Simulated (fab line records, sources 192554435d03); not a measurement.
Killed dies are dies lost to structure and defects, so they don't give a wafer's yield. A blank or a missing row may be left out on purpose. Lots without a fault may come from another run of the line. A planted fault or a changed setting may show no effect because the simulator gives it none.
fab line records | flow n5_finfet
record lots=7 wafers=21
route steps=1938 shown BEOL_M8@1377 BEOL_M10@1474 BEOL_M11@1536
start_h: hours from the record's first day to the start of the lot's first wafer shown | wait_h: hours since the lot's step before | " the same as in the row above | L1.1+2: a row that stands for several wafers | - no value, or no start given | * or withheld: withheld | < > ~ a bound
route shown NAME@n: a module of which the file shows steps, and the number in the route of the first | usual: mean/standard deviation of fault-free wafers | same: alike in all rows | chamber/n: place in a boat | sites: the reading at each site | _std_site: their standard deviation | _edge_site: outer sites' mean less inner sites' | radius_mm: how far each site lies from the wafer's centre | mask NAME#n: copy n | behind: the tool/chamber that last shaped the wafer | hold: why the lot was held/for how many hours/how that ended | device: the transistor (n, p or np) that didn't switch | end of line: the same wafers' tests at the end of the route | a step without rows: its recipe alone | killed: dies lost to structure and defects at the first sort, not the wafer's yield | map: a wafer's dies, x killed, . not, _ none there
set.NAME: the setting as run; set.NAME@STEP: as run at that earlier step | model.NAME: the simulator's own value behind a step, which no gauge read
lots whose settings were changed on purpose; a table a step, a row a wafer
## steps
# step N5_BEOL_M8_TRENCH_ETCH_37
# recipe chemistry=C4F6/O2 target_depth_a=934.78 target=SiCOH_lowk time_s=31.2 ion_energy_ev=250 pressure_mtorr=30 source_w=345 bias_w=185 Ar_flow_sccm=300 C4F6_flow_sccm=10 O2_flow_sccm=10
# columns lot.wafer tool chamber start_h wait_h set.time_s model.etch.depth_nm model.BEOL_M8.feature_depth_nm
L074.1 rie_diel-02 0 - - 31.2 94.47 94.4
L074.4 " 2 " " 35.94 109.7 109.8
L074.5 " 1 " " 35.94 105.9 105.8
L080.2 rie_diel-02 0 - - 31.2 93.1 93
L080.3 " 1 " " 31.2 91.43 91.4
L080.6 " 0 " " 31.2 93.04 93
L088.1 rie_diel-02 1 - - 26.31 76.49 76.4
L088.3 " 0 " " 26.31 78.74 78.8
L088.4 " 3 " " 31.2 92.5 92.6
L089.2 rie_diel-03 3 - - 34.7 104.9 105
L089.4 " 1 " " 31.2 91.48 91.4
L089.5 " 1 " " 34.7 102.2 102.2
L090.1 rie_diel-03 3 - - 31.2 95.13 95.2
L090.4 " 2 " " 31.2 96.74 96.8
L090.6 " 2 " " 31.2 96.36 96.4
L091.1 rie_diel-05 2 - - 31.2 93.21 93.2
L091.2 " 1 " " 31.2 96.7 96.6
L091.4 " 1 " " 31.2 96.71 96.8
L095.2 rie_diel-03 1 - - 31.2 92.6 92.6
L095.4 " 2 " " 31.2 95.59 95.6
L095.5 " 1 " " 31.2 93.04 93
# step N5_BEOL_M8_ETCH_41
# recipe chemistry=CH3F/O2 target=SiCN target_depth_a=319 taper_deg=2 time_s=57.8 ion_energy_ev=120 mask_material=TiN pressure_mtorr=30 source_w=395 bias_w=75 Ar_flow_sccm=150 CH3F_flow_sccm=30 O2_flow_sccm=20
# step N5_BEOL_M8_STRIP_80
# recipe chemistry=N2/H2 time_s=10 power_w=450 temp_c=40 pressure_mtorr=20 rf_frequency_hz=6e+07 bias_power_w=7 n2_flow_sccm=200 h2_flow_sccm=200
# step N5_BEOL_M8_OCD_MEAS_38
# usual trench_depth_nm=94.2/1.6
# columns lot.wafer tool chamber start_h wait_h set.time_s@BEOL_M8_TRENCH_ETCH_37 trench_depth_nm
L074.1 ocd-02 - 209.72 - 31.2 94.6
L074.4 " - " " 35.94 109.8
L074.5 " - " " 35.94 105.9
L080.2 ocd-02 - 245.68 - 31.2 92.6
L080.3 " - " " 31.2 91.8
L080.6 " - " " 31.2 93.0
L088.1 ocd-01 - 294.59 - 26.31 76.8
L088.3 " - " " 26.31 79.0
L088.4 " - " " 31.2 92.1
L089.2 ocd-01 - 296.98 - 34.7 105.0
L089.4 " - " " 31.2 91.0
L089.5 " - " " 34.7 102.9
L090.1 ocd-01 - 306.08 - 31.2 94.9
L090.4 " - " " 31.2 96.7
L090.6 " - " " 31.2 97.0
L091.1 ocd-02 - 306.30 - 31.2 93.1
L091.2 " - " " 31.2 96.4
L091.4 " - " " 31.2 96.7
L095.2 ocd-01 - 341.39 - 31.2 93.0
L095.4 " - " " 31.2 95.4
L095.5 " - " " 31.2 92.9
# step N5_BEOL_M8_HM_STRIP_39
# recipe chemistry=peroxide_tin_strip material=TiN target_depth_a=250 temp_c=50 time_s=158
# step N5_BEOL_M8_SRD_40
# recipe time_s=30 temp_c=23 rinse_liquid=diw dry=ipa_marangoni
# step N5_BEOL_M8_ECD_50
# recipe material=Cu target_thk_a=3000
# step N5_BEOL_M8_ANNEAL_51
# recipe temp_c=225 time_s=90 ambient=N2
# step N5_BEOL_M8_CMP_52
# recipe stop_on=SiCOH_lowk t_overpolish_s=6.9 down_force_psi=1 platen_rpm=50 clearing_platen_down_force_psi=1.5 clearing_platen_rpm=50 post_cmp_clean=cu_alkaline target_thk_nm=80 clearing_platen_pad_velocity_m_s=0.99484 pad_velocity_m_s=0.99484
# columns lot.wafer tool chamber start_h wait_h set.time_s@BEOL_M8_TRENCH_ETCH_37 model.Cu_of_BEOL_M8_ECD_50.thk_nm
L074.1 cmp-03 1 215.86 0.3 31.2 80.8
L074.4 " 3 " " 35.94 96
L074.5 " 1 " " 35.94 93
L080.2 cmp-01 0 248.71 0.2 31.2 80.8
L080.3 " 1 " " 31.2 79.8
L080.6 " 3 " " 31.2 80.2
L088.1 cmp-03 1 298.38 0.3 26.31 63.8
L088.3 " 2 " " 26.31 65.2
L088.4 " 0 " " 31.2 80
L089.2 cmp-03 1 301.09 0.2 34.7 91
L089.4 " 2 " " 31.2 79
L089.5 " 0 " " 34.7 90.8
L090.1 cmp-01 3 308.31 0.3 31.2 81.8
L090.4 " 0 " " 31.2 82.6
L090.6 " 3 " " 31.2 82.8
L091.2 cmp-01 2 309.31 0.6 31.2 81
L091.4 " 3 " " 31.2 83
L091.1 " 0 " " 31.2 77.2
L095.4 cmp-01 3 343.20 0.2 31.2 82.6
L095.2 " 0 " " 31.2 78
L095.5 " 2 " " 31.2 79
# step N5_BEOL_M8_THK_MEAS_53
# recipe thk_meas_gauge=xrf reads=Cu_of_BEOL_M8_ECD_50
# usual M8_THK=80.2/2
# columns lot.wafer tool chamber start_h wait_h set.time_s@BEOL_M8_TRENCH_ETCH_37 M8_THK[nm]
L074.1 film_metro-02 - 216.15 - 31.2 79.2
L074.4 " - " " 35.94 93.5
L074.5 " - " " 35.94 91.1
L080.2 film_metro-01 - 248.97 - 31.2 80.6
L080.3 " - " " 31.2 79.7
L080.6 " - " " 31.2 79.7
L088.1 film_metro-02 - 298.67 - 26.31 63.5
L088.3 " - " " 26.31 65.2
L088.4 " - " " 31.2 79.8
L089.2 film_metro-02 - 301.35 - 34.7 89.4
L089.4 " - " " 31.2 77.6
L089.5 " - " " 34.7 89.4
L090.1 film_metro-01 - 308.60 - 31.2 80.6
L090.4 " - " " 31.2 81.0
L090.6 " - " " 31.2 81.2
L091.1 film_metro-02 - 309.56 - 31.2 75.9
L091.2 " - " " 31.2 80.0
L091.4 " - " " 31.2 81.6
L095.2 film_metro-01 - 343.46 - 31.2 77.4
L095.4 " - " " 31.2 81.8
L095.5 " - " " 31.2 77.8
# step N5_BEOL_M8_PRE_CLEAN_55
# recipe gas=NH3 time_s=15 temp_c=withheld rf_power_w=300
# step N5_BEOL_M8_DEP_56
# recipe material=SiCN target_thk_a=100 temp_c=withheld precursor=3MS/NH3 pressure_torr=3 rf_w=202 time_s=17.5
# step N5_BEOL_M8_RS_MEAS_57
# recipe thk_meas_gauge=four-point-probe reads=Cu_of_BEOL_M8_ECD_50+Co_of_BEOL_M8_CVD_78+TaN_of_BEOL_M8_ALD_77
# usual M8_RS=0.282/0.0079
# columns lot.wafer tool chamber start_h wait_h set.time_s@BEOL_M8_TRENCH_ETCH_37 M8_RS[ohm/sq]
L074.1 film_metro-02 - 216.31 0.1 31.2 0.283
L074.4 " - " " 35.94 0.232
L074.5 " - " " 35.94 0.241
L080.2 film_metro-01 - 249.10 0.1 31.2 0.283
L080.3 " - " " 31.2 0.287
L080.6 " - " " 31.2 0.285
L088.1 film_metro-02 - 298.80 0.1 26.31 0.375
L088.3 " - " " 26.31 0.365
L088.4 " - " " 31.2 0.286
L089.2 film_metro-02 - 301.48 0.1 34.7 0.246
L089.4 " - " " 31.2 0.291
L089.5 " - " " 34.7 0.246
L090.1 film_metro-02 - 308.73 0.1 31.2 0.279
L090.4 " - " " 31.2 0.275
L090.6 " - " " 31.2 0.275
L091.1 film_metro-02 - 309.69 0.1 31.2 0.299
L091.2 " - " " 31.2 0.282
L091.4 " - " " 31.2 0.275
L095.2 film_metro-01 - 343.59 0.1 31.2 0.294
L095.4 " - " " 31.2 0.276
L095.5 " - " " 31.2 0.290
# step N5_BEOL_M10_HM_DEP_02
# recipe material=TiN target_thk_a=200 temp_c=25 chamber_pressure_pa=0.49996
# columns lot.wafer tool chamber start_h wait_h set.target_thk_a model.TiN_of_BEOL_M10_HM_DEP_02.thk_nm
L074.1 pvd_sputter-01 - 228.17 1.8 181.1 18.2
L074.4 " - " " 200 20
L074.5 " - " " 200 19.8
L080.2 pvd_sputter-03 - 263.04 0.0 200 19.6
L080.3+6 " - " " 200 20
L089.2 pvd_sputter-03 - 310.13 0.4 200 19.8
L089.4 " - " " 200 20.2
L089.5 " - " " 221.4 22.4
L088.1 pvd_sputter-03 - 310.91 0.0 200 20.2
L088.3 " - " " 216.3 21.6
L088.4 " - " " 200 19.8
L090.1+6 pvd_sputter-02 - 317.40 1.0 225.1 22.2
L090.4 " - " " 200 19.8
L091.1 pvd_sputter-02 - 317.50 0.3 200 20
L091.2+4 " - " " 200 19.6
L095.2 pvd_sputter-02 - 354.72 2.7 200 19.4
L095.4 " - " " 174.1 17
L095.5 " - " " 200 19.6
# step N5_BEOL_M10_COAT_60
# recipe resist=SiARC temp_c=220 time_s=60 spin_rpm=1500 resist_thk_nm=30
# columns lot.wafer tool chamber start_h wait_h set.spin_rpm model.SiARC_of_BEOL_M10_COAT_60.thk_nm
L074.1+5 litho_track-03 0 - - 1500 29.8
L074.4 " 0 " " 1660 28.4
L080.2 litho_track-02 0 - - 1500 30
L080.3 " 0 " " 1642 28.6
L080.6 " 0 " " 1642 28.8
L089.2 litho_track-03 0 - - 1439 30.6
L089.4 " 0 " " 1500 30
L089.5 " 0 " " 1500 30.2
L088.1 litho_track-02 0 - - 1409 31
L088.3+4 " 0 " " 1500 30
L090.1 litho_track-02 0 - - 1644 28.6
L090.4+6 " 0 " " 1500 30
L091.1+4 litho_track-02 0 - - 1500 30.2
L091.2 " 0 " " 1500 30
L095.2 litho_track-04 0 - - 1432 30.8
L095.4 " 0 " " 1432 30.6
L095.5 " 0 " " 1500 30
# step N5_BEOL_M10_COAT_05
# recipe resist=CAR-ArF spin_rpm=1500 resist_thk_nm=90
# step N5_BEOL_M10_EBR_07
# recipe solvent=PGMEA ebr_width_mm=1.5
# step N5_BEOL_M10_DESCUM_16
# recipe chemistry=O2 time_s=7.9 source_power_w=50 bias_power_w=20 pressure_mtorr=20 rf_frequency_hz=2.712e+07 temp_c=40 resist=CAR-ArF o2_flow_sccm=225
# step N5_BEOL_M10_ETCH_61
# recipe chemistry=CF4 target=SiARC target_depth_a=390 mask_material=CAR-ArF time_s=65 ion_energy_ev=80 pressure_mtorr=40 source_w=545 bias_w=36 Ar_flow_sccm=100 cf4_flow_sccm=100 ends=cleared
# columns lot.wafer tool chamber start_h wait_h set.spin_rpm@BEOL_M10_COAT_60 model.etch.depth_nm model.CAR-ArF_of_BEOL_M10_COAT_05.thk_nm
L074.1 rie_diel-02 0 228.67 0.0 1500 29.88 55.6
L074.4 " 2 " " 1660 28.45 56.8
L074.5 " 2 " " 1500 29.88 55.8
L080.2 rie_diel-03 3 263.66 0.0 1500 29.98 55.4
L080.3 " 0 " " 1642 28.69 56.6
L080.6 " 3 " " 1642 28.72 56.8
L089.2 rie_diel-03 1 310.91 0.0 1439 30.58 54.8
L089.4 " 2 " " 1500 30.08 55.2
L089.5 " 0 " " 1500 30.13 55.2
L088.1 rie_diel-05 1 311.50 0.0 1409 31.06 55
L088.3 " 2 " " 1500 29.96 56
L088.4 " 1 " " 1500 30.05 55.6
L090.1 rie_diel-05 0 318.04 0.0 1644 28.61 56.8
L090.4 " 2 " " 1500 29.95 55.6
L090.6 " 1 " " 1500 30.03 55.4
L091.1 rie_diel-02 2 318.19 0.0 1500 30.1 55.6
L091.2 " 3 " " 1500 30.07 55.6
L091.4 " 1 " " 1500 30.23 55.2
L095.2 rie_diel-05 1 355.95 0.0 1432 30.71 54.8
L095.4 " 3 " " 1432 30.64 55
L095.5 " 0 " " 1500 30.01 55.6
# step N5_BEOL_M10_ETCH_62
# recipe chemistry=N2/H2 target=SOC target_depth_a=1100 overetch_a=220 mask_material=SiARC temp_c=40 time_s=165 ion_energy_ev=200 pressure_mtorr=30 source_w=840 bias_w=150 n2_flow_sccm=200 h2_flow_sccm=200
# step N5_BEOL_M10_STRIP_68
# recipe chemistry=N2/H2 temp_c=40 n2_flow_sccm=200 h2_flow_sccm=200 rf_frequency_hz=6e+07
# step N5_BEOL_M10_STRIP_67
# recipe chemistry=CF4 resist=SiARC power_w=300 bias_power_w=75 pressure_mtorr=50 cf4_flow_sccm=150 rf_frequency_hz=6e+07
# step N5_BEOL_M10_HM_OPEN_17
# recipe chemistry=Cl2/BCl3 target_depth_a=200 overetch_a=60 target=TiN mask_material=SOC ion_energy_ev=150 pressure_mtorr=10 icp_w=1000 bias_w=126 Cl2_flow_sccm=53.25 bcl3_flow_sccm=21.75 Ar_flow_sccm=25
# columns lot.wafer tool chamber start_h wait_h set.target_thk_a@BEOL_M10_HM_DEP_02 model.etch.depth_nm
L074.1 rie_metal-01 1 228.90 0.0 181.1 18.12
L074.4 " 0 " " 200 19.9
L074.5 " 0 " " 200 19.85
L080.2 rie_metal-01 1 263.94 0.1 200 19.57
L080.3 " 1 " " 200 20.1
L080.6 " 0 " " 200 20.05
L089.2 rie_metal-03 1 311.16 0.0 200 19.73
L089.4 " 0 " " 200 20.26
L089.5 " 0 " " 221.4 22.38
L088.1 rie_metal-03 0 311.73 0.0 200 20.12
L088.3 " 1 " " 216.3 21.53
L088.4 " 0 " " 200 19.72
L090.1 rie_metal-02 1 318.27 0.0 225.1 22.18
L090.4 " 1 " " 200 19.75
L090.6 " 0 " " 225.1 22.17
L091.1 rie_metal-01 1 318.42 0.0 200 19.9
L091.2 " 0 " " 200 19.53
L091.4 " 1 " " 200 19.69
L095.2 rie_metal-02 1 356.19 0.0 200 19.41
L095.4 " 0 " " 174.1 17.04
L095.5 " 1 " " 200 19.65
# step N5_BEOL_M11_ILD_DEP_00
# recipe material=SiCOH_lowk target_thk_a=3085.1 temp_c=300 precursor=DEMS/porogen pressure_torr=5 rf_w=500 time_s=58
# columns lot.wafer tool chamber start_h wait_h set.time_s model.SiCOH_lowk_of_BEOL_M11_ILD_DEP_00.thk_nm
L074.1 pecvd-03 1 236.00 0.0 49.45 261.4
L074.4 " 1 " " 49.45 268.6
L074.5 " 0 " " 58 308.8
L080.2 pecvd-02 2 267.94 0.0 58 309.4
L080.3 " 1 " " 58 311.8
L080.6 " 2 " " 55.05 298.4
L089.2 pecvd-03 0 316.25 0.0 58 311.6
L089.4 " 0 " " 58 314.6
L089.5 " 1 " " 58 313.4
L088.1 pecvd-04 0 317.53 0.0 53.72 279.2
L088.3 " 1 " " 58 303.2
L088.4 " 2 " " 53.72 283.4
L090.1 pecvd-02 1 323.45 0.1 58 314.2
L090.4 " 2 " " 50.38 277.6
L090.6 " 1 " " 50.38 282
L091.1 pecvd-04 0 323.55 0.0 58 306.4
L091.2 " 2 " " 58 300.8
L091.4 " 0 " " 58 308.2
L095.2 pecvd-03 2 363.09 0.0 58 298.8
L095.4 " 0 " " 58 309.2
L095.5 " 1 " " 55.35 298.2
# step N5_BEOL_M11_CURE_71
# recipe temp_c=385 time_s=240 ambient=He/Ar material=SiCOH_lowk
# columns lot.wafer tool chamber start_h wait_h set.time_s@BEOL_M11_ILD_DEP_00 model.SiCOH_lowk_of_BEOL_M11_ILD_DEP_00.thk_nm
L074.1 uv_cure-03 2 236.08 0.0 49.45 226.6
L074.4 " 2 " " 49.45 232.8
L074.5 " 2 " " 58 268.2
L080.2 uv_cure-02 1 268.18 0.2 58 268.8
L080.3 " 1 " " 58 270.8
L080.6 " 1 " " 55.05 259
L089.2 uv_cure-03 0 316.48 0.2 58 270.8
L089.4 " 0 " " 58 273.4
L089.5 " 0 " " 58 272.4
L088.1 uv_cure-02 0 317.61 0.0 53.72 242.2
L088.3 " 0 " " 58 263.4
L088.4 " 0 " " 53.72 245.8
L090.1 uv_cure-02 2 323.53 0.0 58 273
L090.4 " 2 " " 50.38 240.8
L090.6 " 2 " " 50.38 244.6
L091.1 uv_cure-01 1 323.79 0.2 58 266.2
L091.2 " 1 " " 58 261.2
L091.4 " 1 " " 58 267.6
L095.2 uv_cure-02 1 363.25 0.1 58 259.4
L095.4 " 1 " " 58 268.6
L095.5 " 1 " " 55.35 258.8
# step N5_BEOL_M11_THK_MEAS_01
# recipe reads=SiCOH_lowk_of_BEOL_M11_ILD_DEP_00
# usual M11_ILD_THK=269/4.2
# columns lot.wafer tool chamber start_h wait_h set.time_s@BEOL_M11_ILD_DEP_00 M11_ILD_THK[nm]
L074.1 film_metro-01 - 236.59 0.4 49.45 227
L074.4 " - " " 49.45 233
L074.5 " - " " 58 268
L080.2 film_metro-02 - 269.01 0.7 58 269
L080.3 " - " " 58 271
L080.6 " - " " 55.05 259
L089.2 film_metro-01 - 317.32 0.7 58 271
L089.4 " - " " 58 273
L089.5 " - " " 58 273
L088.1 film_metro-01 - 318.12 0.4 53.72 242
L088.3 " - " " 58 263
L088.4 " - " " 53.72 246
L090.1 film_metro-01 - 324.04 0.4 58 273
L090.4 " - " " 50.38 241
L090.6 " - " " 50.38 244
L091.1 film_metro-01 - 324.78 0.8 58 266
L091.2 " - " " 58 261
L091.4 " - " " 58 268
L095.2 film_metro-02 - 363.68 0.4 58 259
L095.4 " - " " 58 269
L095.5 " - " " 55.35 259
# step N5_BEOL_M11_COAT_59
# recipe resist=SOC temp_c=250 time_s=60 spin_rpm=1500 resist_thk_nm=100
# columns lot.wafer tool chamber start_h wait_h set.spin_rpm model.SOC_of_BEOL_M11_COAT_59.thk_nm
L074.1 litho_track-05 0 236.81 0.1 1500 99.4
L074.4 " 0 " " 1500 99.6
L074.5 " 0 " " 1500 99.8
L080.2 litho_track-05 0 269.81 0.1 1357 104.6
L080.3 " 0 " " 1500 99.6
L080.6 " 0 " " 1500 99.4
L089.2 litho_track-02 0 317.73 0.1 1500 99.8
L089.4 " 0 " " 1431 102.8
L089.5 " 0 " " 1500 100.4
L088.1 litho_track-01 0 320.45 0.1 1500 100
L088.3+4 " 0 " " 1500 99.8
L090.1+4+6 litho_track-01 0 325.77 0.1 1435 102
L091.1+2+4 litho_track-05 0 326.17 0.1 1500 100.2
L095.2 litho_track-02 0 366.00 0.1 1454 101.6
L095.4 " 0 " " 1500 100
L095.5 " 0 " " 1454 101.4
# step N5_BEOL_M11_COAT_05
# recipe resist=CAR-ArF spin_rpm=1500 resist_thk_nm=90
# columns lot.wafer tool chamber start_h wait_h set.spin_rpm model.CAR-ArF_of_BEOL_M11_COAT_05.thk_nm
L074.1+5 litho_track-05 0 - - 1500 89.8
L074.4 " 0 " " 1500 90
L080.2+3 litho_track-05 0 - - 1500 90
L080.6 " 0 " " 1500 89.8
L089.2 litho_track-02 0 - - 1500 90
L089.4 " 0 " " 1649 86
L089.5 " 0 " " 1500 90.4
L088.1+4 litho_track-01 0 - - 1500 90.2
L088.3 " 0 " " 1500 90.4
L090.1+6 litho_track-01 0 - - 1500 90
L090.4 " 0 " " 1500 90.2
L091.1 litho_track-05 0 - - 1500 90.6
L091.2 " 0 " " 1500 90.4
L091.4 " 0 " " 1500 90.2
L095.2 litho_track-02 0 - - 1500 90
L095.4 " 0 " " 1344 95
L095.5 " 0 " " 1344 95.6
## key
split step=N5_BEOL_M8_TRENCH_ETCH_37 setting=time_s stated=31.2 by=wafer
response step=N5_BEOL_M8_TRENCH_ETCH_37 reading=model.etch.depth_nm change=+0.949 per=1% r=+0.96
response step=N5_BEOL_M8_TRENCH_ETCH_37 reading=model.BEOL_M8.feature_depth_nm change=+0.956 per=1% r=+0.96
response step=N5_BEOL_M8_OCD_MEAS_38 reading=trench_depth_nm change=+0.945 per=1% r=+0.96
response step=N5_BEOL_M8_CMP_52 reading=model.Cu_of_BEOL_M8_ECD_50.thk_nm change=+0.971 per=1% r=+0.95
response step=N5_BEOL_M8_THK_MEAS_53 reading=M8_THK change=+0.954 per=1% r=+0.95
response step=N5_BEOL_M8_RS_MEAS_57 reading=M8_RS change=-0.00419 per=1% r=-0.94
split step=N5_BEOL_M10_HM_DEP_02 setting=target_thk_a stated=200 by=wafer
response step=N5_BEOL_M10_HM_DEP_02 reading=model.TiN_of_BEOL_M10_HM_DEP_02.thk_nm change=+0.197 per=1% r=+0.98
response step=N5_BEOL_M10_HM_OPEN_17 reading=model.etch.depth_nm change=+0.198 per=1% r=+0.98
split step=N5_BEOL_M10_COAT_60 setting=spin_rpm stated=1500 by=wafer
response step=N5_BEOL_M10_COAT_60 reading=model.SiARC_of_BEOL_M10_COAT_60.thk_nm change=-0.141 per=1% r=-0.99
response step=N5_BEOL_M10_ETCH_61 reading=model.etch.depth_nm change=-0.141 per=1% r=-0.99
response step=N5_BEOL_M10_ETCH_61 reading=model.CAR-ArF_of_BEOL_M10_COAT_05.thk_nm change=+0.125 per=1% r=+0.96
split step=N5_BEOL_M11_ILD_DEP_00 setting=time_s stated=58 by=wafer
response step=N5_BEOL_M11_ILD_DEP_00 reading=model.SiCOH_lowk_of_BEOL_M11_ILD_DEP_00.thk_nm change=+2.74 per=1% r=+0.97
response step=N5_BEOL_M11_CURE_71 reading=model.SiCOH_lowk_of_BEOL_M11_ILD_DEP_00.thk_nm change=+2.42 per=1% r=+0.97
response step=N5_BEOL_M11_THK_MEAS_01 reading=M11_ILD_THK change=+2.42 per=1% r=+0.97
split step=N5_BEOL_M11_COAT_59 setting=spin_rpm stated=1500 by=wafer
response step=N5_BEOL_M11_COAT_59 reading=model.SOC_of_BEOL_M11_COAT_59.thk_nm change=-0.54 per=1% r=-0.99
split step=N5_BEOL_M11_COAT_05 setting=spin_rpm stated=1500 by=wafer
response step=N5_BEOL_M11_COAT_05 reading=model.CAR-ArF_of_BEOL_M11_COAT_05.thk_nm change=-0.468 per=1% r=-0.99
